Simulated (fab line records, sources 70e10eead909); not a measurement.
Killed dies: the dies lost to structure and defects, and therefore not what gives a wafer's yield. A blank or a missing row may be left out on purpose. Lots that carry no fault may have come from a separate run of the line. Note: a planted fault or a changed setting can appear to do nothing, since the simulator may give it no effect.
Chamber matching + flow nand harc + NHARC_A_M1_DESCUM_14 on rie diel-05: 4 sister chambers
The step chemistry O2, time 3 s. 16 wafers are shown with their chamber, then 8 later ones without.

WAFERS PAIRED WITH THEIR CHAMBERS
| wafer  | chamber | oes product au (a.u.) | o2 flow sccm (sccm) | rf vpp V (V) |
|--------|---------|-----------------------|---------------------|--------------|
| L074.1 | 2       | 0.989                 | 201.0               | 58.6         |
| L074.2 | 1       | 1.024                 | 200.3               | 57.8         |
| L074.5 | 0       | 1.002                 | 200.3               | 57.8         |
| L075.1 | 2       | 0.982                 | 200.7               | 58.2         |
| L075.2 | 1       | 1.016                 | 200.6               | 57.6         |
| L075.4 | 0       | 0.994                 | 200.3               | 59.5         |
| L079.1 | 1       | 1.016                 | 200.0               | 57.2         |
| L079.4 | 3       | 1.002                 | 199.1               | 58.4         |
| L079.6 | 0       | 1.010                 | 200.1               | 58.3         |
| L077.1 | 2       | 0.991                 | 199.9               | 59.6         |
| L077.3 | 3       | 1.004                 | 199.2               | 59.0         |
| L077.6 | 2       | 0.987                 | 200.8               | 57.5         |
| L084.1 | 1       | 1.004                 | 199.5               | 57.2         |
| L084.4 | 0       | 1.003                 | 200.5               | 58.6         |
| L084.6 | 0       | 1.003                 | 199.9               | 58.9         |
| L083.2 | 1       | 1.010                 | 200.7               | 56.1         |

SIGNATURES (means of the wafers above)
| reading        | chamber 0 | chamber 1 | chamber 2 | chamber 3 | scatter within a chamber |
|----------------|-----------|-----------|-----------|-----------|--------------------------|
| oes product au | 1.00240   | 1.01400   | 0.98725   | 1.00300   | 0.00577                  |
| o2 flow sccm   | 200.220   | 200.220   | 200.600   | 199.150   | 0.394                    |
| rf vpp V       | 58.620    | 57.180    | 58.475    | 58.700    | 0.698                    |
Rule: a wafer lies at a distance from a chamber equal to the root of the sum of squares, over the readings, of (its reading less the chamber's mean, divided by the reading's scatter). If the next closest chamber is less than 2 further off than the closest, the wafer can't be placed; otherwise it belongs to the closest. The scatter is the square root of a quotient: the sum, over the shown wafers, of each reading's squared deviation from its chamber's mean, divided by wafers minus chambers.

WAFERS WITH NO CHAMBER GIVEN
| wafer  | oes product au (a.u.) | o2 flow sccm (sccm) | rf vpp V (V) |
|--------|-----------------------|---------------------|--------------|
| L083.3 | 0.996                 | 199.5               | 57.2         |
| L083.5 | 1.006                 | 199.7               | 59.5         |
| L096.3 | 1.003                 | 199.5               | 57.7         |
| L096.5 | 1.011                 | 200.4               | 58.6         |
| L096.6 | 0.998                 | 200.2               | 57.9         |
| L097.1 | 1.014                 | 199.7               | 58.6         |
| L097.5 | 1.016                 | 200.1               | 57.6         |
| L097.6 | 1.001                 | 200.1               | 59.3         |

THE CHAMBER EACH PASSED THROUGH
| wafer  | from the rows above               | in truth                   |
|--------|-----------------------------------|----------------------------|
| L083.3 | can't be placed: 3 or 0 or 1 or 2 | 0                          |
| L083.5 | can't be placed: 3 or 0 or 1      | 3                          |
| L096.3 | can't be placed: 3 or 0 or 1      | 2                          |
| L096.5 | can't be placed: 0 or 1 or 3      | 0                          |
| L096.6 | can't be placed: 0 or 2 or 1 or 3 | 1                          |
| L097.1 | can't be placed: 3 or 0 or 1      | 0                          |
| L097.5 | 1                                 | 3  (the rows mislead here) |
| L097.6 | can't be placed: 0 or 3 or 2      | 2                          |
0 of 8 placed correctly. Unplaceable from these rows: 7, with the true chamber sitting among the candidates in 6. 1 placed wrongly.
